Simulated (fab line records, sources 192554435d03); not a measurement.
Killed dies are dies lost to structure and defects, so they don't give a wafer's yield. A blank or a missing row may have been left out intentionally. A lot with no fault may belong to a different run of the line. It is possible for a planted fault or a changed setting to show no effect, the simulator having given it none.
Which tool was responsible? || flow n5Finfet || 9 lots, 27 wafers sampled, at 5 steps of a route of 1938

WHAT THE GAUGES READ, wafer by wafer
N5_BEOL_M4_RC_MEAS_101.
{"lot": "L510", "measured": "day 8 07:29", "on": "prober-01", "DIBL_N (mV/V)": "35.8 33.8 35.6", "DIBL_P (mV/V)": "35.9 32.6 34.7", "IOFF_N (nA/um)": "0.15 0.11 0.15", "IOFF_P (nA/um)": "0.24 0.19 0.22", "ION_N (uA/um)": "678 659 672", "ION_P (uA/um)": "477 464 470", "SS_N (mV/dec)": "71.1 70.3 71.3", "SS_P (mV/dec)": "73.3 72.6 72.8", "VT_N (mV)": "249 253 248", "VT_P (mV)": "-246 -251 -247"}
{"lot": "L512", "measured": "day 8 13:38", "on": "prober-02", "DIBL_N (mV/V)": "36.3 37.3 37.1", "DIBL_P (mV/V)": "35.6 37.0 36.1", "IOFF_N (nA/um)": "0.16 0.18 0.16", "IOFF_P (nA/um)": "0.23 0.25 0.22", "ION_N (uA/um)": "683 680 680", "ION_P (uA/um)": "474 465 472", "SS_N (mV/dec)": "71.8 71.7 71.6", "SS_P (mV/dec)": "73.3 73.5 73.8", "VT_N (mV)": "247 247 248", "VT_P (mV)": "-250 -246 -250"}
{"lot": "L517", "measured": "day 10 04:14", "on": "prober-01", "DIBL_N (mV/V)": "37.7 35.6 35.2", "DIBL_P (mV/V)": "39.0 36.2 35.5", "IOFF_N (nA/um)": "0.22 0.17 0.16", "IOFF_P (nA/um)": "0.36 0.28 0.27", "ION_N (uA/um)": "675 685 667", "ION_P (uA/um)": "453 466 466", "SS_N (mV/dec)": "71.6 71.0 70.4", "SS_P (mV/dec)": "74.6 73.1 74.0", "VT_N (mV)": "245 245 250", "VT_P (mV)": "-242 -245 -242"}
{"lot": "L520", "measured": "day 10 22:03", "on": "prober-01", "DIBL_N (mV/V)": "35.3 36.7 36.0", "DIBL_P (mV/V)": "36.5 38.4 37.3", "IOFF_N (nA/um)": "0.15 0.18 0.15", "IOFF_P (nA/um)": "0.28 0.32 0.29", "ION_N (uA/um)": "675 681 677", "ION_P (uA/um)": "460 456 452", "SS_N (mV/dec)": "71.6 72.1 71.7", "SS_P (mV/dec)": "72.9 74.2 73.9", "VT_N (mV)": "250 247 250", "VT_P (mV)": "-243 -240 -244"}
{"lot": "L523", "measured": "day 12 14:43", "on": "prober-01", "DIBL_N (mV/V)": "34.1 35.1 34.9", "DIBL_P (mV/V)": "34.8 36.3 35.6", "IOFF_N (nA/um)": "0.13 0.14 0.13", "IOFF_P (nA/um)": "0.16 0.18 0.17", "ION_N (uA/um)": "669 668 656", "ION_P (uA/um)": "455 459 444", "SS_N (mV/dec)": "71.1 70.8 70.9", "SS_P (mV/dec)": "72.4 72.5 73.1", "VT_N (mV)": "252 252 254", "VT_P (mV)": "-256 -256 -255"}
{"lot": "L529", "measured": "day 13 17:14", "on": "prober-02", "DIBL_N (mV/V)": "40.5 37.6 38.3", "DIBL_P (mV/V)": "38.1 34.2 34.9", "IOFF_N (nA/um)": "0.21 0.15 0.16", "IOFF_P (nA/um)": "0.27 0.20 0.20", "ION_N (uA/um)": "666 660 653", "ION_P (uA/um)": "462 462 457", "SS_N (mV/dec)": "71.8 71.4 71.7", "SS_P (mV/dec)": "73.7 72.6 72.8", "VT_N (mV)": "246 250 251", "VT_P (mV)": "-247 -250 -250"}
{"lot": "L530", "measured": "day 13 06:59", "on": "prober-02", "DIBL_N (mV/V)": "33.0 38.4 35.4", "DIBL_P (mV/V)": "30.8 38.8 34.2", "IOFF_N (nA/um)": "0.11 0.20 0.13", "IOFF_P (nA/um)": "0.15 0.27 0.19", "ION_N (uA/um)": "649 676 670", "ION_P (uA/um)": "449 463 463", "SS_N (mV/dec)": "71.1 71.9 71.2", "SS_P (mV/dec)": "72.6 74.0 72.6", "VT_N (mV)": "257 248 251", "VT_P (mV)": "-254 -244 -249"}
{"lot": "L531", "measured": "day 14 11:01", "on": "prober-02", "DIBL_N (mV/V)": "33.9 35.4 34.7", "DIBL_P (mV/V)": "34.4 37.0 36.1", "IOFF_N (nA/um)": "0.12 0.14 0.13", "IOFF_P (nA/um)": "0.17 0.20 0.19", "ION_N (uA/um)": "661 679 669", "ION_P (uA/um)": "464 466 466", "SS_N (mV/dec)": "70.6 70.3 70.5", "SS_P (mV/dec)": "71.7 72.9 72.2", "VT_N (mV)": "254 253 254", "VT_P (mV)": "-253 -249 -252"}
{"lot": "L532", "measured": "day 15 03:51", "on": "prober-02", "DIBL_N (mV/V)": "38.7 36.5 34.7", "DIBL_P (mV/V)": "39.5 37.2 35.7", "IOFF_N (nA/um)": "0.20 0.16 0.13", "IOFF_P (nA/um)": "0.25 0.22 0.20", "ION_N (uA/um)": "694 679 661", "ION_P (uA/um)": "469 470 465", "SS_N (mV/dec)": "72.4 72.2 71.4", "SS_P (mV/dec)": "73.6 73.4 72.2", "VT_N (mV)": "244 250 252", "VT_P (mV)": "-246 -247 -252"}

TOOL THAT RAN EACH LOT (tool first, then ch and the chambers of the sampled wafers, then the start)
{"lot": "L510", "N5_WELL_APT_DESCUM_30": "rieDiel-02 ch 0,2,3, day 1 21:14", "N5_PMOS_HMC_CHANNEL_EPI_EPI_20": "epiRpcvd-02 ch 0, day 2 00:15", "N5_FIN_SAQP_DENSIFY_62": "rtpAnneal-02 ch 0, day 2 03:05", "N5_FIN_SAQP_PECVD_48": "pecvd-04 ch 0,1, day 2 03:29"}
{"lot": "L512", "N5_WELL_APT_DESCUM_30": "rieDiel-06 ch 2,3, day 2 08:56", "N5_PMOS_HMC_CHANNEL_EPI_EPI_20": "epiRpcvd-04 ch 0, day 2 11:49", "N5_FIN_SAQP_DENSIFY_62": "rtpAnneal-01 ch 0, day 2 15:02", "N5_FIN_SAQP_PECVD_48": "pecvd-03 ch 0,1,2, day 2 15:24"}
{"lot": "L517", "N5_WELL_APT_DESCUM_30": "rieDiel-02 ch 0,2, day 3 15:47", "N5_PMOS_HMC_CHANNEL_EPI_EPI_20": "epiRpcvd-02 ch 0, day 3 19:03", "N5_FIN_SAQP_DENSIFY_62": "rtpAnneal-02 ch 0, day 3 21:35", "N5_FIN_SAQP_PECVD_48": "pecvd-04 ch 1,2, day 3 21:58"}
{"lot": "L520", "N5_WELL_APT_DESCUM_30": "rieDiel-06 ch 0,2,3, day 4 09:12", "N5_PMOS_HMC_CHANNEL_EPI_EPI_20": "epiRpcvd-02 ch 0, day 4 12:13", "N5_FIN_SAQP_DENSIFY_62": "rtpAnneal-01 ch 0, day 4 15:42", "N5_FIN_SAQP_PECVD_48": "pecvd-04 ch 0,1,2, day 4 16:04"}
{"lot": "L523", "N5_WELL_APT_DESCUM_30": "rieDiel-06 ch 0,2, day 5 04:23", "N5_PMOS_HMC_CHANNEL_EPI_EPI_20": "epiRpcvd-04 ch 0, day 5 07:06", "N5_FIN_SAQP_DENSIFY_62": "rtpAnneal-02 ch 0, day 5 10:04", "N5_FIN_SAQP_PECVD_48": "pecvd-03 ch 0,1, day 5 10:26"}
{"lot": "L529", "N5_WELL_APT_DESCUM_30": "rieDiel-06 ch 0,1, day 6 16:09", "N5_PMOS_HMC_CHANNEL_EPI_EPI_20": "epiRpcvd-04 ch 0, day 6 20:10", "N5_FIN_SAQP_DENSIFY_62": "rtpAnneal-01 ch 0, day 6 22:32", "N5_FIN_SAQP_PECVD_48": "pecvd-02 ch 0,1,2, day 6 22:53"}
{"lot": "L530", "N5_WELL_APT_DESCUM_30": "rieDiel-02 ch 1,3, day 6 22:06", "N5_PMOS_HMC_CHANNEL_EPI_EPI_20": "epiRpcvd-03 ch 0, day 7 01:10", "N5_FIN_SAQP_DENSIFY_62": "rtpAnneal-02 ch 0, day 7 03:58", "N5_FIN_SAQP_PECVD_48": "pecvd-04 ch 0,1,2, day 7 04:19"}
{"lot": "L531", "N5_WELL_APT_DESCUM_30": "rieDiel-01 ch 0,2,3, day 7 02:50", "N5_PMOS_HMC_CHANNEL_EPI_EPI_20": "epiRpcvd-03 ch 0, day 7 06:25", "N5_FIN_SAQP_DENSIFY_62": "rtpAnneal-02 ch 0, day 7 10:22", "N5_FIN_SAQP_PECVD_48": "pecvd-03 ch 0,1,2, day 7 10:43"}
{"lot": "L532", "N5_WELL_APT_DESCUM_30": "rieDiel-02 ch 0,1, day 7 09:10", "N5_PMOS_HMC_CHANNEL_EPI_EPI_20": "epiRpcvd-02 ch 0, day 7 12:10", "N5_FIN_SAQP_DENSIFY_62": "rtpAnneal-02 ch 0, day 7 15:09", "N5_FIN_SAQP_PECVD_48": "pecvd-02 ch 1,2, day 7 15:32"}
- N5_WELL_APT_DESCUM_30: chemistry O2, time 7.9 s.
- N5_PMOS_HMC_CHANNEL_EPI_EPI_20: deposits SiGe30, target thk 59 nm.
- N5_FIN_SAQP_DENSIFY_62: time 60 s.
- N5_FIN_SAQP_PECVD_48: deposits SiNx from SiH4/NH3/N2, target thk 25 nm, time 22.1 s.

AS READ BY THE TOOLS THEMSELVES (means over the sampled wafers that have a number; for cases with no such wafer, the mark the record gives instead)
N5_WELL_APT_DESCUM_30.
{"lot": "L510", "tool": "rieDiel-02", "drypumpMotorCurrentA (A)": 5.8, "oesProductAu (a.u.)": 0.73, "rfVppV (V)": 242.3, "showerheadPlenumPTorr (Torr)": 1.99, "throttleValvePct (%)": 20.34}
{"lot": "L512", "tool": "rieDiel-06", "drypumpMotorCurrentA (A)": 5.4, "oesProductAu (a.u.)": 0.88, "rfVppV (V)": 243.8, "showerheadPlenumPTorr (Torr)": 2.12, "throttleValvePct (%)": 20.49}
{"lot": "L517", "tool": "rieDiel-02", "drypumpMotorCurrentA (A)": 5.5, "oesProductAu (a.u.)": 0.73, "rfVppV (V)": 241.5, "showerheadPlenumPTorr (Torr)": 2.00, "throttleValvePct (%)": 20.54}
{"lot": "L520", "tool": "rieDiel-06", "drypumpMotorCurrentA (A)": 5.4, "oesProductAu (a.u.)": 0.77, "rfVppV (V)": 242.5, "showerheadPlenumPTorr (Torr)": 2.07, "throttleValvePct (%)": 20.56}
{"lot": "L523", "tool": "rieDiel-06", "drypumpMotorCurrentA (A)": 5.5, "oesProductAu (a.u.)": 0.78, "rfVppV (V)": 242.6, "showerheadPlenumPTorr (Torr)": 2.04, "throttleValvePct (%)": 20.70}
{"lot": "L529", "tool": "rieDiel-06", "drypumpMotorCurrentA (A)": 5.3, "oesProductAu (a.u.)": 0.73, "rfVppV (V)": 242.2, "showerheadPlenumPTorr (Torr)": 2.02, "throttleValvePct (%)": 20.57}
{"lot": "L530", "tool": "rieDiel-02", "drypumpMotorCurrentA (A)": 5.8, "oesProductAu (a.u.)": 0.68, "rfVppV (V)": 240.9, "showerheadPlenumPTorr (Torr)": 1.98, "throttleValvePct (%)": 20.30}
{"lot": "L531", "tool": "rieDiel-01", "drypumpMotorCurrentA (A)": 5.7, "oesProductAu (a.u.)": 0.81, "rfVppV (V)": 243.4, "showerheadPlenumPTorr (Torr)": 2.08, "throttleValvePct (%)": 20.39}
{"lot": "L532", "tool": "rieDiel-02", "drypumpMotorCurrentA (A)": 5.5, "oesProductAu (a.u.)": 0.69, "rfVppV (V)": 242.9, "showerheadPlenumPTorr (Torr)": 1.98, "throttleValvePct (%)": 20.47}

N5_PMOS_HMC_CHANNEL_EPI_EPI_20.
{"lot": "L510", "tool": "epiRpcvd-02", "chamberPressureTorr (Torr)": 19.98, "susceptorTempC (C)": 599.76, "susceptor_temp_C_max": 601.3}
{"lot": "L512", "tool": "epiRpcvd-04", "chamberPressureTorr (Torr)": 19.94, "susceptorTempC (C)": 599.73, "susceptor_temp_C_max": 600.8}
{"lot": "L517", "tool": "epiRpcvd-02", "chamberPressureTorr (Torr)": 20.00, "susceptorTempC (C)": 593.64, "susceptor_temp_C_max": 595.2}
{"lot": "L520", "tool": "epiRpcvd-02", "chamberPressureTorr (Torr)": 19.96, "susceptorTempC (C)": 593.39, "susceptor_temp_C_max": 595.0}
{"lot": "L523", "tool": "epiRpcvd-04", "chamberPressureTorr (Torr)": 19.99, "susceptorTempC (C)": 599.85, "susceptor_temp_C_max": 601.0}
{"lot": "L529", "tool": "epiRpcvd-04", "chamberPressureTorr (Torr)": 20.02, "susceptorTempC (C)": 600.15, "susceptor_temp_C_max": 601.5}
{"lot": "L530", "tool": "epiRpcvd-03", "chamberPressureTorr (Torr)": 20.02, "susceptorTempC (C)": 600.34, "susceptor_temp_C_max": 601.4}
{"lot": "L531", "tool": "epiRpcvd-03", "chamberPressureTorr (Torr)": 20.01, "susceptorTempC (C)": 600.21, "susceptor_temp_C_max": 601.3}
{"lot": "L532", "tool": "epiRpcvd-02", "chamberPressureTorr (Torr)": 19.99, "susceptorTempC (C)": 599.86, "susceptor_temp_C_max": 601.5}

N5_FIN_SAQP_DENSIFY_62.
{"lot": "L510", "tool": "rtpAnneal-02", "lampPowerPct (%)": 9.89, "wafer_temp_C_max": 703.6}
{"lot": "L512", "tool": "rtpAnneal-01", "lampPowerPct (%)": 9.90, "wafer_temp_C_max": 703.8}
{"lot": "L517", "tool": "rtpAnneal-02", "lampPowerPct (%)": 9.79, "wafer_temp_C_max": 703.3}
{"lot": "L520", "tool": "rtpAnneal-01", "lampPowerPct (%)": 9.87, "wafer_temp_C_max": 703.3}
{"lot": "L523", "tool": "rtpAnneal-02", "lampPowerPct (%)": 9.81, "wafer_temp_C_max": 703.3}
{"lot": "L529", "tool": "rtpAnneal-01", "lampPowerPct (%)": 9.91, "wafer_temp_C_max": 703.0}
{"lot": "L530", "tool": "rtpAnneal-02", "lampPowerPct (%)": 9.78, "wafer_temp_C_max": 703.2}
{"lot": "L531", "tool": "rtpAnneal-02", "lampPowerPct (%)": 9.90, "wafer_temp_C_max": 703.4}
{"lot": "L532", "tool": "rtpAnneal-02", "lampPowerPct (%)": 9.76, "wafer_temp_C_max": 703.8}

N5_FIN_SAQP_PECVD_48.
{"lot": "L510", "tool": "pecvd-04", "chamberPressureTorr (Torr)": 1.501, "heaterPowerW (W)": 765, "showerheadPlenumPTorr (Torr)": 5.14, "showerheadVppV (V)": 1109, "throttleValvePct (%)": 45}
{"lot": "L512", "tool": "pecvd-03", "chamberPressureTorr (Torr)": 1.501, "heaterPowerW (W)": 765, "showerheadPlenumPTorr (Torr)": 5.20, "showerheadVppV (V)": 1097, "throttleValvePct (%)": 39}
{"lot": "L517", "tool": "pecvd-04", "chamberPressureTorr (Torr)": 1.497, "heaterPowerW (W)": 827, "showerheadPlenumPTorr (Torr)": 5.07, "showerheadVppV (V)": 1059, "throttleValvePct (%)": 38}
{"lot": "L520", "tool": "pecvd-04", "chamberPressureTorr (Torr)": 1.500, "heaterPowerW (W)": 781, "showerheadPlenumPTorr (Torr)": 5.10, "showerheadVppV (V)": 1079, "throttleValvePct (%)": 42}
{"lot": "L523", "tool": "pecvd-03", "chamberPressureTorr (Torr)": 1.498, "heaterPowerW (W)": 768, "showerheadPlenumPTorr (Torr)": 5.22, "showerheadVppV (V)": 1085, "throttleValvePct (%)": 40}
{"lot": "L529", "tool": "pecvd-02", "chamberPressureTorr (Torr)": 1.499, "heaterPowerW (W)": 796, "showerheadPlenumPTorr (Torr)": 5.17, "showerheadVppV (V)": 1119, "throttleValvePct (%)": 42}
{"lot": "L530", "tool": "pecvd-04", "chamberPressureTorr (Torr)": 1.498, "heaterPowerW (W)": 768, "showerheadPlenumPTorr (Torr)": 5.10, "showerheadVppV (V)": 1075, "throttleValvePct (%)": 42}
{"lot": "L531", "tool": "pecvd-03", "chamberPressureTorr (Torr)": 1.503, "heaterPowerW (W)": 741, "showerheadPlenumPTorr (Torr)": 5.20, "showerheadVppV (V)": 1086, "throttleValvePct (%)": 40}
{"lot": "L532", "tool": "pecvd-02", "chamberPressureTorr (Torr)": 1.496, "heaterPowerW (W)": 804, "showerheadPlenumPTorr (Torr)": 5.21, "showerheadVppV (V)": 1097, "throttleValvePct (%)": 40}

THE ANSWER, worked out from the rows above alone
Rule: the lots themselves supply what counts as usual. Put in order of their means at a reading, lots are off if they are a third of the lots or fewer, leave a main group of 4 or more, and stand apart from it by a gap of 3 or more times the standard deviation of the main group's means; of several such gaps the widest counts. The tables above print the reading to a certain number of digits; a main group whose means all agree to those digits is not used. A lot without any number at a reading at which 4 lots or more have one is off too. Where the step has rows for the other lots, those lots are counted as sound. First the gauges in route order, then the tools' own readings, where a lot's mean is used as printed above. At the first step where some lot is off, the reading lying furthest off is the one used; lots without a number count as furthest.
Off: at N5_BEOL_M4_RC_MEAS_101 (IOFF_P), L517, L520. The main group has a mean of 0.21 nA/um with a standard deviation of 0.021.
If a tool, at a process step before that reading, ran all the lots that are off and no sound lot after the first of them, it fits. The gauges at N5_BEOL_M4_RC_MEAS_101 aren't tried: what is off there is off at N5_PMOS_HMC_CHANNEL_EPI_EPI_20 too, on other tools, and a gauge's error can't cause that. Not one of the candidates tried fits.

WHAT THE SIMULATOR HAD INSERTED
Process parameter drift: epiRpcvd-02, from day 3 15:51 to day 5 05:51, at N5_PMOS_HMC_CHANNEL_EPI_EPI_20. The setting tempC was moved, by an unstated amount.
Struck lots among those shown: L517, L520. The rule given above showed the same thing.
